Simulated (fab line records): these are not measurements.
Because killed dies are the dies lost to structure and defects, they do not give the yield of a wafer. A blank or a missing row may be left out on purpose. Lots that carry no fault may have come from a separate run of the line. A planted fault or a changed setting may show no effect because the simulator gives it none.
fab line records	flow nand_harc
record: lots: 11	wafers: 33	last_day: 33
route steps=1302 shown A_STAIRCASE@733 END@1302
lots with no fault: from the same line, run without faults
start_h: hours from the record's first day to the start of the lot's first wafer shown	wait_h: how many hours have passed since the lot's step before this one	" unchanged from the row above	L1.1+2: a row that stands for several wafers	- no value present, or no start provided	* or withheld: withheld	< > ~ a bound
route shown NAME@n: a module of which the file shows steps, and the number in the route of the first	usual: average and standard deviation across the fault-free wafers	same: alike in all rows	chamber/n: place in a boat	sites: each site's reading	_std_site: standard deviation of those values	_edge_site: inner sites' mean taken away from outer sites' mean	radius_mm: how far each site lies from the wafer's centre	mask NAME#n: copy n	behind: the most recent tool/chamber to have shaped the wafer	hold: reason for holding the lot/hours on hold/outcome of the hold	device: which transistor (n, p or np) failed to switch	end of line: the route-end tests of the same wafers	a step given without rows: its recipe and nothing more	killed: not the wafer's yield, but the dies lost to structure and defects at the first sort	map: a wafer's dies, x killed, . not, _ none there
set.NAME: the run value of the setting; set.NAME@STEP: its run value at that earlier step	model.NAME: the simulator's own value behind a step, which no gauge read
one table for each step of the route and one row for each wafer, over a sample of lots
services: the hour from which a tool's chamber was out of use, counted from the record's first day as start_h (under 0 if before that day), plus the number of hours and why
== steps ==
step: NHARC_A_STAIRCASE_DESCUM_219
recipe: time_s: 3	o2_flow_sccm: 200	ar_flow_sccm: 0	bias_power_w: 0	chemistry: O2
usual: drypump_motor_current_A: 5.9/0.46	oes_product_au: 1.001/0.0091	rf_vpp_V: 57.6/0.84	showerhead_plenum_p_Torr: 1.89/0.092	throttle_valve_pct: 11.311/0.0097
same: bias_power_w: 0
lot.wafer	tool	chamber	start_h	wait_h	drypump_motor_current_A	oes_product_au	rf_hours_counter_h	rf_vpp_V	showerhead_plenum_p_Torr	throttle_valve_pct
L525.2	rie_diel-07	1	368.22	-	6.1	1.002	18	58.5	1.96	11.316
L525.6	"	3	"	"	6.3	1.002	-	58.1	1.99	11.298
L525.5	"	0	"	"	5.5	1.004	-	57.0	1.81	11.324
L527.4	rie_diel-03	3	399.52	-	5.4	1.005	35	57.1	1.83	11.299
L527.1	"	0	"	"	6.3	1.003	34	57.5	1.84	11.297
L527.6	"	2	"	"	5.2	0.979	-	57.8	2.00	11.289
L528.4	rie_diel-07	1	406.70	-	6.1	1.014	29	59.1	1.96	11.327
L528.5	"	0	"	"	5.5	0.993	-	58.3	1.80	11.306
L528.6	"	1	"	"	6.1	1.001	-	58.4	1.96	11.299
L531.1	rie_diel-07	3	425.02	-	6.3	0.999	41	57.4	1.98	11.306
L531.4	"	1	"	"	6.1	0.997	34	57.5	1.96	11.317
L531.6	"	3	"	"	6.3	0.989	-	56.6	1.98	11.286
L533.1	rie_diel-07	1	438.89	-	6.1	1.004	41	57.5	1.96	11.331
L533.4	"	2	"	"	6.0	0.995	43	58.2	1.80	11.303
L533.2	"	3	"	"	6.3	0.993	46	57.9	1.98	11.316
L536.2	rie_diel-10	3	480.39	-	4.6	0.988	24	57.6	1.92	11.299
L536.3	"	0	"	"	5.5	1.024	12	58.2	1.92	11.306
L536.5	"	2	"	"	6.1	1.004	-	59.6	2.05	11.309
L539.3	rie_diel-07	2	498.26	-	6.0	1.003	4	57.6	1.80	11.309
L539.2	"	3	"	"	6.3	1.001	6	58.3	1.97	11.316
L539.6	"	1	"	"	6.1	1.002	-	57.3	1.95	11.299
L543.4	rie_diel-10	0	530.29	-	5.5	1.006	29	57.5	1.91	11.304
L543.1	"	3	"	"	4.6	1.000	42	57.2	1.92	11.298
L543.5	"	0	"	"	5.5	0.994	-	57.1	1.91	11.309
L544.1	rie_diel-07	2	558.83	-	5.9	0.995	21	57.6	1.79	11.317
L544.5	"	1	"	"	6.1	1.017	-	58.9	1.94	11.298
L544.6	"	2	"	"	6.0	1.003	-	57.1	1.79	11.317
L546.3	rie_diel-03	0	571.11	-	6.3	0.988	30	58.1	1.83	11.319
L546.4	"	3	"	"	5.3	1.000	33	57.6	1.81	11.314
L546.5	"	0	"	"	6.3	1.000	-	58.6	1.83	11.323
L548.2	rie_diel-07	2	584.72	-	5.9	0.996	28	57.6	1.79	11.309
L548.4	"	1	"	"	6.1	1.002	-	58.6	1.94	11.309
L548.6	"	3	"	"	6.3	1.014	-	57.8	1.96	11.311
step: NHARC_A_STAIRCASE_TRIM_222
recipe: time_s: 211.2	o2_flow_sccm: 500	ar_flow_sccm: 0	bias_w: 0	chemistry: O2
usual: drypump_motor_current_A: 5.9/0.46	oes_product_au: 1.001/0.0094	rf_vpp_V: 57.7/0.9	showerhead_plenum_p_Torr: 3.49/0.16	throttle_valve_pct: 17.036/0.0075
lot.wafer	tool	chamber	start_h	wait_h	drypump_motor_current_A	oes_product_au	rf_hours_counter_h	rf_vpp_V	showerhead_plenum_p_Torr	throttle_valve_pct
L525.2	rie_diel-07	2	-	-	6.0	1.000	16	56.4	3.35	17.018
L525.6	"	2	"	"	6.0	0.991	-	57.2	3.35	17.032
L525.5	"	3	"	"	6.3	1.014	-	57.9	3.65	17.039
L527.4	rie_diel-03	1	-	-	6.2	1.018	33	56.8	3.28	17.035
L527.1	"	3	"	"	5.4	1.009	36	56.4	3.38	17.027
L527.6	"	0	"	"	6.3	1.005	-	57.8	3.40	17.044
L528.4	rie_diel-07	0	-	-	5.6	1.011	34	57.9	3.34	17.038
L528.6	"	2	"	"	6.0	0.995	-	58.1	3.34	17.034
L528.5	"	3	"	"	6.3	0.998	-	58.5	3.65	17.035
L531.4	rie_diel-03	0	-	-	6.3	0.995	43	57.6	3.40	17.032
L531.1	"	3	"	"	5.3	1.004	45	57.6	3.37	17.037
L531.6	"	0	"	"	6.3	1.004	-	58.1	3.40	17.026
L533.2	rie_diel-07	0	-	-	5.6	0.988	44	55.6	3.33	17.043
L533.4	"	1	"	"	6.1	0.999	41	58.5	3.60	17.035
L533.1	"	3	"	"	6.3	0.994	46	58.4	3.64	17.035
L536.3	rie_diel-10	3	-	-	4.6	1.006	24	56.5	3.55	17.047
L536.2	"	0	"	"	5.6	1.011	12	58.1	3.54	17.033
L536.5	"	3	"	"	4.7	0.994	-	58.4	3.55	17.028
L539.3	rie_diel-07	3	-	-	6.3	1.012	6	57.8	3.63	17.046
L539.2	"	0	"	"	5.6	1.002	6	57.5	3.32	17.031
L539.6	"	2	"	"	5.9	1.005	-	58.5	3.33	17.044
L543.1	rie_diel-10	1	-	-	6.5	1.007	38	56.2	3.35	17.044
L543.4	"	3	"	"	4.6	1.005	43	58.9	3.54	17.036
L543.5	"	2	"	"	6.1	1.000	-	58.6	3.75	17.028
L544.1	rie_diel-07	0	-	-	5.5	1.006	25	58.2	3.31	17.053
L544.6	"	0	"	"	5.5	1.004	-	56.3	3.31	17.040
L544.5	"	1	"	"	6.1	1.020	-	56.6	3.58	17.027
L546.4	rie_diel-03	1	-	-	6.2	1.003	33	58.5	3.79	17.038
L546.3	"	2	"	"	5.2	1.002	36	58.6	3.64	17.033
L546.5	"	0	"	"	6.3	1.009	-	57.5	3.38	17.034
L548.2	rie_diel-07	1	-	-	6.1	1.002	30	58.0	3.58	17.038
L548.4	"	3	"	"	6.3	1.009	-	58.0	3.62	17.045
L548.6	"	1	"	"	6.1	0.997	-	56.8	3.58	17.033
step: NHARC_A_STAIRCASE_TRIM_231
recipe: time_s: 211.2	o2_flow_sccm: 500	ar_flow_sccm: 0	bias_w: 0	chemistry: O2
usual: drypump_motor_current_A: 5.8/0.51	oes_product_au: 1.002/0.011	rf_vpp_V: 57.6/0.91	showerhead_plenum_p_Torr: 3.50/0.15	throttle_valve_pct: 17.037/0.0097
lot.wafer	tool	chamber	start_h	wait_h	drypump_motor_current_A	oes_product_au	rf_hours_counter_h	rf_vpp_V	showerhead_plenum_p_Torr	throttle_valve_pct
L525.2	rie_diel-03	3	370.03	-	5.4	1.007	27	57.9	3.38	17.042
L525.5	"	2	"	"	5.2	0.980	-	59.5	3.68	17.042
L525.6	"	3	"	"	5.4	1.004	-	57.1	3.38	17.049
L527.1	rie_diel-07	0	401.38	-	5.6	0.999	33	56.7	3.34	17.030
L527.4	"	2	"	"	6.0	0.993	29	56.7	3.34	17.031
L527.6	"	0	"	"	5.6	0.988	-	56.0	3.34	17.035
L528.4	rie_diel-03	0	408.11	-	6.3	0.987	37	58.0	3.40	17.031
L528.5	"	2	"	"	5.2	0.970	-	59.3	3.67	17.027
L528.6	"	3	"	"	5.4	1.003	-	57.2	3.38	17.050
L531.4	rie_diel-07	2	431.66	-	6.0	0.988	41	57.7	3.34	17.033
L531.1	"	3	"	"	6.3	0.994	44	58.0	3.64	17.034
L531.6	"	2	"	"	6.0	0.993	-	56.6	3.34	17.036
L533.1	rie_diel-10	3	440.49	-	4.6	1.013	4	57.0	3.56	17.037
L533.2	"	0	"	"	5.6	1.031	4	58.0	3.54	17.047
L533.4	"	2	"	"	6.1	1.003	3	58.9	3.77	17.036
L536.2	rie_diel-10	2	481.87	-	6.1	0.995	24	57.6	3.76	17.026
L536.3	"	0	"	"	5.5	1.018	13	56.7	3.54	17.038
L536.5	"	3	"	"	4.6	0.990	-	57.7	3.55	17.041
L539.2	rie_diel-10	0	499.66	-	5.5	1.209	20	56.7	3.53	17.042
L539.3	"	2	"	"	6.1	1.006	30	57.4	3.76	17.046
L539.6	"	0	"	"	5.5	1.215	-	58.1	3.53	17.038
L543.1	rie_diel-10	1	531.67	-	6.5	1.196	38	56.6	3.35	17.032
L543.4	"	2	"	"	6.1	0.988	42	58.0	3.75	17.038
L543.5	"	2	"	"	6.1	0.990	-	59.0	3.75	17.041
L544.1	rie_diel-07	2	560.30	-	6.0	1.003	22	57.4	3.32	17.031
L544.6	"	0	"	"	5.6	0.987	-	57.8	3.31	17.042
L544.5	"	1	"	"	6.1	1.016	-	57.0	3.58	17.028
L546.3	rie_diel-07	1	572.66	-	6.1	1.013	27	57.1	3.58	17.044
L546.4	"	3	"	"	6.3	1.010	-	58.3	3.62	17.034
L546.5	"	1	"	"	6.1	1.001	-	57.5	3.58	17.024
L548.2	rie_diel-07	3	586.31	-	6.3	1.021	31	58.5	3.61	17.056
L548.4	"	3	"	"	6.3	1.019	-	57.2	3.61	17.033
L548.6	"	2	"	"	6.0	1.009	-	56.1	3.31	17.035
step: NHARC_A_STAIRCASE_TRIM_233
recipe: time_s: 211.2	o2_flow_sccm: 500	ar_flow_sccm: 0	bias_w: 0	chemistry: O2
usual: drypump_motor_current_A: 5.9/0.51	oes_product_au: 1.003/0.0097	rf_vpp_V: 57.7/0.99	showerhead_plenum_p_Torr: 3.49/0.15	throttle_valve_pct: 17.036/0.01
lot.wafer	tool	chamber	start_h	wait_h	drypump_motor_current_A	oes_product_au	rf_hours_counter_h	rf_vpp_V	showerhead_plenum_p_Torr	throttle_valve_pct
L525.2	rie_diel-03	1	-	-	6.2	1.024	22	57.2	3.28	17.038
L525.6	"	0	"	"	6.3	0.995	-	55.8	3.41	17.036
L525.5	"	1	"	"	6.2	1.018	-	57.9	3.28	17.057
L527.1	rie_diel-07	1	-	-	6.1	1.002	28	56.5	3.61	17.037
L527.4	"	3	"	"	6.3	1.001	33	58.5	3.65	17.017
L527.6	"	0	"	"	5.6	0.987	-	56.6	3.34	17.032
L528.4	rie_diel-03	2	-	-	5.2	0.985	40	57.4	3.67	17.026
L528.5	"	0	"	"	6.3	1.000	-	58.4	3.40	17.041
L528.6	"	1	"	"	6.2	1.002	-	57.5	3.27	17.047
L531.1	rie_diel-07	0	-	-	5.6	1.000	42	56.4	3.34	17.032
L531.4	"	1	"	"	6.1	0.990	39	57.9	3.60	17.052
L531.6	"	0	"	"	5.6	0.989	-	56.2	3.34	17.044
L533.1	rie_diel-10	2	-	-	6.1	1.002	3	58.3	3.77	17.031
L533.4	"	3	"	"	4.6	0.995	4	57.0	3.56	17.036
L533.2	"	0	"	"	5.5	1.017	4	56.0	3.54	17.033
L536.3	rie_diel-10	3	-	-	4.7	1.001	25	56.8	3.55	17.032
L536.2	"	0	"	"	5.5	1.023	13	58.7	3.54	17.043
L536.5	"	1	"	"	6.4	0.997	-	56.9	3.36	17.018
L539.3	rie_diel-10	2	-	-	6.2	1.005	30	59.2	3.75	17.038
L539.2	"	0	"	"	5.6	1.010	20	59.8	3.53	17.036
L539.6	"	3	"	"	4.7	1.007	-	58.8	3.54	17.029
L543.4	rie_diel-10	3	-	-	4.6	1.000	43	58.5	3.54	17.046
L543.1	"	2	"	"	6.2	0.993	42	59.0	3.75	17.012
L543.5	"	3	"	"	4.7	0.981	-	58.0	3.54	17.031
L544.1	rie_diel-07	2	-	-	5.9	1.007	22	57.4	3.32	17.036
L544.6	"	1	"	"	6.1	1.023	-	57.6	3.58	17.030
L544.5	"	2	"	"	5.9	1.018	-	57.9	3.32	17.034
L546.3	rie_diel-07	3	-	-	6.3	1.017	27	57.4	3.62	17.050
L546.5	"	3	"	"	6.3	1.021	-	58.9	3.62	17.026
L546.4	"	1	"	"	6.1	1.019	-	58.4	3.58	17.054
L548.2	rie_diel-07	3	-	-	6.3	1.005	31	58.7	3.61	17.048
L548.6	"	2	"	"	6.0	0.994	-	57.6	3.32	17.026
L548.4	"	3	"	"	6.3	1.013	-	57.4	3.61	17.032
step: NHARC_END_SORT_01
recipe: temp_c: 25
usual: killed_at_array: 59/20	killed_at_other: 0.8/1	killed_at_periphery: 3.2/2.1	killed_dies: 63/21	killed_open: 3.0/1.9	killed_short: 2.3/1.5
same: gross_dies: 677
lot.wafer	tool	chamber	start_h	wait_h	hold	killed_at_array	killed_at_other	killed_at_periphery	killed_dies	killed_open	killed_short
L525.2	prober-02	0	556.20	2.8	-	69	3	1	73	6	1
L525.5	prober-02	0	558.56	3.6	-	64	1	1	66	3	2
L525.6	prober-02	0	559.35	3.9	-	65	2	4	71	2	1
L527.1	prober-01	0	597.57	2.5	-	81	4	0	85	5	5
L527.4	prober-01	0	599.98	3.4	-	82	5	2	89	6	3
L527.6	prober-01	0	601.58	4.0	-	78	2	2	82	3	2
L528.4	prober-01	0	607.76	3.4	-	25	0	1	26	3	0
L528.5	prober-01	0	608.55	3.7	-	20	0	4	24	6	0
L528.6	prober-01	0	609.34	4.0	-	30	0	3	33	4	6
L531.1	prober-01	0	637.49	2.5	-	59	0	2	61	3	2
L531.4	prober-01	0	639.88	3.4	-	68	0	1	69	1	1
L531.6	prober-01	0	641.47	4.0	-	74	0	3	77	3	4
L533.1	prober-02	0	637.52	2.5	-	74	0	4	78	3	0
L533.2	prober-02	0	638.31	2.8	-	74	0	2	76	3	1
L533.4	prober-02	0	639.89	3.4	-	75	0	6	81	2	4
L536.2	prober-01	0	686.67	2.8	-	73	0	4	77	5	2
L536.3	prober-01	0	687.46	3.1	-	52	0	3	55	2	1
L536.5	prober-01	0	689.05	3.7	-	51	2	7	60	2	1
L539.2	prober-01	0	702.23	2.8	await_dispo/2.7h/release	607	0	6	613	9	2
L539.3	prober-01	0	703.04	3.1	await_dispo/2.7h/release	78	0	5	83	3	2
L539.6	prober-01	0	705.45	4.0	await_dispo/2.7h/release	605	0	9	614	5	4
L543.1	prober-01	0	744.17	2.5	await_dispo/4.2h/release	588	0	3	591	1	6
L543.4	prober-01	0	746.59	3.4	await_dispo/4.2h/release	83	0	5	88	2	3
L543.5	prober-01	0	747.39	3.7	await_dispo/4.2h/release	79	2	1	82	4	2
L544.1	prober-01	0	761.88	2.5	-	64	2	2	68	8	1
L544.5	prober-01	0	765.07	3.7	-	66	0	2	68	4	2
L544.6	prober-01	0	765.87	4.0	-	62	0	2	64	3	2
L546.3	prober-01	0	789.09	3.1	-	47	2	0	49	1	3
L546.4	prober-01	0	789.90	3.4	-	51	2	3	56	2	3
L546.5	prober-01	0	790.70	3.7	-	48	4	3	55	1	4
L548.2	prober-01	0	796.12	2.8	-	55	0	5	60	3	0
L548.4	prober-01	0	797.73	3.4	-	50	0	4	54	0	1
L548.6	prober-01	0	799.34	4.0	-	50	2	4	56	0	4
killed by level:class
L525.2 A_CHANNEL_HOLE_D1:chamber_film_flake=26 A_SLIT:chamber_film_flake=21 A_CHANNEL_HOLE_D2:chamber_film_flake=9 A_CONTACT:chamber_film_flake=4 A_STAIRCASE:chamber_film_flake=3 A_DECK1_JOINT:geometric_particle:open=2 THIN_TSV:chamber_film_flake=2 A_ONON_D1:geometric_particle:open=1
L525.5 A_CHANNEL_HOLE_D1:chamber_film_flake=27 A_SLIT:chamber_film_flake=24 A_CHANNEL_HOLE_D2:chamber_film_flake=5 A_CONTACT:chamber_film_flake=3 P_M1:geometric_particle:open=1 A_ONON_D1:geometric_particle:short=1 A_CHANNEL_HOLE_D1:geometric_particle:short=1 A_DECK1_JOINT:geometric_particle:open=1
L525.6 A_CHANNEL_HOLE_D1:chamber_film_flake=30 A_SLIT:chamber_film_flake=21 A_CHANNEL_HOLE_D2:chamber_film_flake=5 A_STAIRCASE:chamber_film_flake=3 A_CONTACT:chamber_film_flake=3 P_M0:chamber_film_flake=2 THIN_TSV:chamber_film_flake=2 P_M0:geometric_particle:open=1
L527.1 A_CHANNEL_HOLE_D1:chamber_film_flake=28 A_SLIT:chamber_film_flake=25 A_CHANNEL_HOLE_D2:chamber_film_flake=9 A_CONTACT:chamber_film_flake=5 THIN_TSV:chamber_film_flake=3 A_CHANNEL_FILL_D2:chamber_film_flake=2 A_STAIRCASE:chamber_film_flake=2 A_ONON_D1:geometric_particle:open=1
L527.4 A_CHANNEL_HOLE_D1:chamber_film_flake=32 A_SLIT:chamber_film_flake=26 A_CHANNEL_HOLE_D2:chamber_film_flake=10 THIN_TSV:chamber_film_flake=5 A_WL_FILL:chamber_film_flake=3 A_CHANNEL_FILL_D2:geometric_particle:short=2 A_STAIRCASE:chamber_film_flake=2 P_M1:geometric_particle:open=1
L527.6 A_CHANNEL_HOLE_D1:chamber_film_flake=31 A_SLIT:chamber_film_flake=27 A_CHANNEL_HOLE_D2:chamber_film_flake=9 A_STAIRCASE:chamber_film_flake=3 THIN_TSV:chamber_film_flake=2 A_ONON_D1:geometric_particle:open=1 A_CHANNEL_FILL_D1:geometric_particle:short=1 A_DECK1_JOINT:geometric_particle:short=1
L528.4 A_CHANNEL_HOLE_D2:chamber_film_flake=13 A_DECK1_JOINT:chamber_film_flake=3 A_STAIRCASE:chamber_film_flake=2 A_CONTACT:chamber_film_flake=2 A_CHANNEL_FILL_D1:geometric_particle:open=1 A_CHANNEL_FILL_D2:geometric_particle:open=1 A_M0:geometric_particle:open=1 P_GATE:chamber_film_flake=1
L528.5 A_CHANNEL_HOLE_D2:chamber_film_flake=7 A_CONTACT:chamber_film_flake=3 P_M0:geometric_particle:open=2 A_STAIRCASE:chamber_film_flake=2 A_CHANNEL_HOLE_D1:geometric_particle:open=1 A_CHANNEL_FILL_D1:geometric_particle:open=1 A_DECK1_JOINT:geometric_particle:open=1 A_CHANNEL_HOLE_D2:geometric_particle:open=1
L528.6 A_CHANNEL_HOLE_D2:chamber_film_flake=8 A_CHANNEL_HOLE_D1:chamber_film_flake=3 A_STAIRCASE:chamber_film_flake=3 A_CONTACT:chamber_film_flake=3 A_ONON_D1:geometric_particle:open=2 A_CHANNEL_FILL_D1:geometric_particle:short=2 A_DECK1_JOINT:chamber_film_flake=2 P_CONTACT:geometric_particle:short=1
L531.1 A_SLIT:chamber_film_flake=28 A_CHANNEL_HOLE_D2:chamber_film_flake=9 A_CONTACT:chamber_film_flake=4 A_CHANNEL_HOLE_D1:chamber_film_flake=3 A_DECK1_JOINT:chamber_film_flake=3 A_SGD_CUT:chamber_film_flake=3 A_STAIRCASE:chamber_film_flake=2 A_WL_FILL:chamber_film_flake=2
L533.1 A_SLIT:chamber_film_flake=36 A_CHANNEL_HOLE_D2:chamber_film_flake=19 A_STAIRCASE:chamber_film_flake=5 A_CHANNEL_HOLE_D1:chamber_film_flake=4 P_M2:chamber_film_flake=2 A_ZERO_WELL:chamber_film_flake=2 A_CONTACT:chamber_film_flake=2 A_ONON_D1:geometric_particle:open=1
L533.2 A_SLIT:chamber_film_flake=35 A_CHANNEL_HOLE_D2:chamber_film_flake=29 A_CONTACT:chamber_film_flake=3 A_CHANNEL_FILL_D1:geometric_particle:open=2 A_CHANNEL_HOLE_D1:chamber_film_flake=2 A_CHANNEL_HOLE_D2:geometric_particle:open=1 A_M0:geometric_particle:short=1 P_ZERO_WELL:chamber_film_flake=1
L531.4 A_SLIT:chamber_film_flake=37 A_CHANNEL_HOLE_D2:chamber_film_flake=14 A_CONTACT:chamber_film_flake=6 A_DECK1_JOINT:chamber_film_flake=3 A_WL_FILL:chamber_film_flake=2 A_BLC:geometric_particle:open=1 A_M0:geometric_particle:short=1 P_GATE:chamber_film_flake=1
L533.4 A_CHANNEL_HOLE_D2:chamber_film_flake=30 A_SLIT:chamber_film_flake=28 A_STAIRCASE:chamber_film_flake=5 A_CHANNEL_HOLE_D1:chamber_film_flake=4 P_ZERO_WELL:chamber_film_flake=3 A_CHANNEL_FILL_D2:chamber_film_flake=3 P_GATE:geometric_particle:open=1 P_CONTACT:geometric_particle:short=1
L531.6 A_SLIT:chamber_film_flake=37 A_CONTACT:chamber_film_flake=13 A_CHANNEL_HOLE_D2:chamber_film_flake=10 A_STAIRCASE:chamber_film_flake=4 A_ONON_D2:geometric_particle:short=2 A_CHANNEL_HOLE_D1:chamber_film_flake=2 P_CONTACT:geometric_particle:open=1 P_M0:geometric_particle:open=1
L536.2 A_SLIT:chamber_film_flake=33 A_CONTACT:chamber_film_flake=11 A_CHANNEL_HOLE_D1:chamber_film_flake=7 A_STAIRCASE:chamber_film_flake=5 A_CHANNEL_FILL_D2:chamber_film_flake=3 A_SGD_CUT:chamber_film_flake=3 A_WL_FILL:chamber_film_flake=2 A_ONON_D1:geometric_particle:open=1
L536.3 A_SLIT:chamber_film_flake=27 A_CHANNEL_HOLE_D1:chamber_film_flake=10 A_CONTACT:chamber_film_flake=5 A_STAIRCASE:chamber_film_flake=4 P_CONTACT:chamber_film_flake=2 A_BLC:chamber_film_flake=2 A_ONON_D1:geometric_particle:short=1 A_SGD_CUT:geometric_particle:open=1
L536.5 A_SLIT:chamber_film_flake=32 A_CONTACT:chamber_film_flake=5 A_CHANNEL_HOLE_D1:chamber_film_flake=4 A_SGD_CUT:chamber_film_flake=4 P_ZERO_WELL:chamber_film_flake=2 P_CONTACT:chamber_film_flake=2 A_CHANNEL_HOLE_D2:chamber_film_flake=2 A_STAIRCASE:chamber_film_flake=2
L539.2 A_STAIRCASE:area_trim=540 A_CHANNEL_HOLE_D1:chamber_film_flake=26 A_CHANNEL_HOLE_D2:chamber_film_flake=26 A_WL_FILL:geometric_particle:open=4 A_CONTACT:chamber_film_flake=4 P_CONTACT:geometric_particle:open=2 P_GATE:chamber_film_flake=2 P_GATE:geometric_particle:open=1
L539.3 A_CHANNEL_HOLE_D1:chamber_film_flake=33 A_CHANNEL_HOLE_D2:chamber_film_flake=23 A_CONTACT:chamber_film_flake=5 A_CHANNEL_FILL_D1:chamber_film_flake=3 A_SLIT:chamber_film_flake=3 A_M1:chamber_film_flake=3 P_GATE:chamber_film_flake=2 P_BONDPAD:chamber_film_flake=2
L539.6 A_STAIRCASE:area_trim=539 A_CHANNEL_HOLE_D1:chamber_film_flake=27 A_CHANNEL_HOLE_D2:chamber_film_flake=19 A_CONTACT:chamber_film_flake=7 A_WL_FILL:geometric_particle:short=3 P_BONDPAD:chamber_film_flake=3 A_CHANNEL_FILL_D2:chamber_film_flake=3 A_ONON_D2:geometric_particle:open=2
L543.1 A_STAIRCASE:area_trim=499 A_SLIT:chamber_film_flake=32 A_CHANNEL_HOLE_D2:chamber_film_flake=24 A_CHANNEL_HOLE_D1:chamber_film_flake=19 A_SGD_CUT:geometric_particle:short=3 A_CONTACT:chamber_film_flake=3 A_ZERO_WELL:chamber_film_flake=2 P_M0:geometric_particle:short=1
L543.4 A_CHANNEL_HOLE_D1:chamber_film_flake=28 A_CHANNEL_HOLE_D2:chamber_film_flake=25 A_SLIT:chamber_film_flake=21 A_CONTACT:chamber_film_flake=3 P_BONDPAD:chamber_film_flake=2 P_CONTACT:geometric_particle:short=1 P_M1:geometric_particle:open=1 A_CHANNEL_FILL_D1:geometric_particle:short=1
L543.5 A_SLIT:chamber_film_flake=27 A_CHANNEL_HOLE_D1:chamber_film_flake=25 A_CHANNEL_HOLE_D2:chamber_film_flake=17 A_CONTACT:chamber_film_flake=4 THIN_TSV:chamber_film_flake=2 P_M0:geometric_particle:open=1 A_CHANNEL_FILL_D1:geometric_particle:short=1 A_DECK1_JOINT:geometric_particle:open=1
L544.1 A_CHANNEL_HOLE_D2:chamber_film_flake=24 A_CHANNEL_HOLE_D1:chamber_film_flake=15 A_SLIT:chamber_film_flake=6 A_CONTACT:chamber_film_flake=6 A_BLC:chamber_film_flake=4 P_M1:geometric_particle:open=2 A_CHANNEL_FILL_D2:geometric_particle:open=2 A_CONTACT:geometric_particle:open=2
L544.5 A_CHANNEL_HOLE_D2:chamber_film_flake=25 A_CHANNEL_HOLE_D1:chamber_film_flake=17 A_SLIT:chamber_film_flake=7 A_CONTACT:chamber_film_flake=5 A_BLC:chamber_film_flake=4 A_CHANNEL_FILL_D1:geometric_particle:open=3 A_CHANNEL_FILL_D1:geometric_particle:short=2 A_STAIRCASE:chamber_film_flake=2
L544.6 A_CHANNEL_HOLE_D2:chamber_film_flake=26 A_CHANNEL_HOLE_D1:chamber_film_flake=14 A_BLC:chamber_film_flake=9 A_CHANNEL_FILL_D1:chamber_film_flake=3 A_SLIT:chamber_film_flake=3 P_CONTACT:geometric_particle:open=1 P_CONTACT:geometric_particle:short=1 A_CHANNEL_FILL_D1:geometric_particle:short=1
L546.3 A_SLIT:chamber_film_flake=27 A_CHANNEL_HOLE_D1:chamber_film_flake=11 A_CONTACT:chamber_film_flake=3 THIN_TSV:chamber_film_flake=2 A_ONON_D1:geometric_particle:short=1 A_SGD_CUT:geometric_particle:short=1 A_WL_FILL:geometric_particle:short=1 A_M0:geometric_particle:open=1
L546.4 A_SLIT:chamber_film_flake=25 A_CHANNEL_HOLE_D1:chamber_film_flake=16 A_CONTACT:chamber_film_flake=5 A_STAIRCASE:chamber_film_flake=2 THIN_TSV:chamber_film_flake=2 P_STI:geometric_particle:short=1 P_CONTACT:geometric_particle:open=1 P_M2:geometric_particle:open=1
L546.5 A_SLIT:chamber_film_flake=29 A_CHANNEL_HOLE_D1:chamber_film_flake=10 THIN_TSV:chamber_film_flake=4 A_WL_FILL:geometric_particle:short=3 P_GATE:chamber_film_flake=3 A_CONTACT:chamber_film_flake=3 A_CHANNEL_FILL_D2:geometric_particle:short=1 A_M0:geometric_particle:open=1
L548.2 A_CHANNEL_HOLE_D2:chamber_film_flake=29 A_STAIRCASE:chamber_film_flake=9 A_SLIT:chamber_film_flake=7 A_CONTACT:chamber_film_flake=7 P_GATE:chamber_film_flake=3 P_CONTACT:geometric_particle:open=1 A_CHANNEL_FILL_D2:geometric_particle:open=1 A_BLC:geometric_particle:open=1
L548.4 A_CHANNEL_HOLE_D2:chamber_film_flake=34 A_SLIT:chamber_film_flake=5 A_CONTACT:chamber_film_flake=5 A_STAIRCASE:chamber_film_flake=4 P_GATE:chamber_film_flake=3 A_ONON_D1:geometric_particle:short=1 P_M2:chamber_film_flake=1 A_WL_FILL:chamber_film_flake=1
L548.6 A_CHANNEL_HOLE_D2:chamber_film_flake=29 A_SLIT:chamber_film_flake=6 A_STAIRCASE:chamber_film_flake=4 A_CONTACT:chamber_film_flake=4 A_CHANNEL_FILL_D1:chamber_film_flake=3 THIN_TSV:chamber_film_flake=2 P_CONTACT:geometric_particle:short=1 A_CHANNEL_FILL_D1:geometric_particle:short=1
== services ==
tool	chamber	start_h	hours	kind
rie_diel-07	0	352.61	-	clean
rie_diel-07	1	352.61	-	clean
rie_diel-07	2	352.61	-	clean
rie_diel-07	3	352.61	-	clean
rie_diel-10	1	370.11	9.0	repair
rie_diel-07	-	371.58	1.8	repair
rie_diel-07	0	377.46	-	clean
rie_diel-07	1	377.46	-	clean
rie_diel-07	2	377.46	-	clean
rie_diel-07	3	377.46	-	clean
rie_diel-07	0	401.96	-	clean
rie_diel-07	1	401.96	-	clean
rie_diel-07	2	401.96	-	clean
rie_diel-07	3	401.96	-	clean
rie_diel-03	1	410.31	14.5	repair
rie_diel-10	-	421.40	9.0	pm
rie_diel-07	0	450.50	-	clean
rie_diel-07	1	450.50	-	clean
rie_diel-07	2	450.50	-	clean
rie_diel-10	0	456.59	16.1	repair
rie_diel-03	-	461.93	9.0	pm
rie_diel-07	-	471.69	9.0	pm
rie_diel-10	-	485.03	0.4	repair
rie_diel-07	0	571.79	18.5	repair
== key ==
first_sign: step: NHARC_A_STAIRCASE_TRIM_231	reading: oes_product_au	direction: up	sigmas: 18	usual: 1.002	struck: 1.207
effect: step: NHARC_END_SORT_01	reading: killed_at_array	direction: up	sigmas: 26	usual: 59	struck: 600
more_kills_born_at: NHARC_A_STAIRCASE_TRIM_231@rie_diel-10: 1578
met_at NHARC_A_STAIRCASE_TRIM_231
struck_lots L539,L543
struck_wafers L539.2,L539.6,L543.1
later_rows_left_out L539.2,L539.6,L543.1
tester_left_out L539,L543
not_acting_at NHARC_A_STAIRCASE_DESCUM_219,NHARC_A_STAIRCASE_TRIM_222,NHARC_A_STAIRCASE_TRIM_233
onset_between 481.87 499.66
fault: kind: process_parameter_drift	tool: rie_diel-10	chamber: -	onset_h: 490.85	steps: NHARC_A_STAIRCASE_TRIM_231	channel: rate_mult	offset: 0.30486	shape: step	end_h: 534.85	scope: struck_wafers_only
tester_left_out: of these lots the tester's yield and bins aren't shown, on N5 and GAA mostly nor the transistor test; their killed dies are dies lost to structure and defects alone, not to doping, threshold or leakage, so they don't give the yield
later_rows_left_out: the simulator's readings of these wafers behind a module that went badly wrong aren't trusted and aren't shown, but for the sort
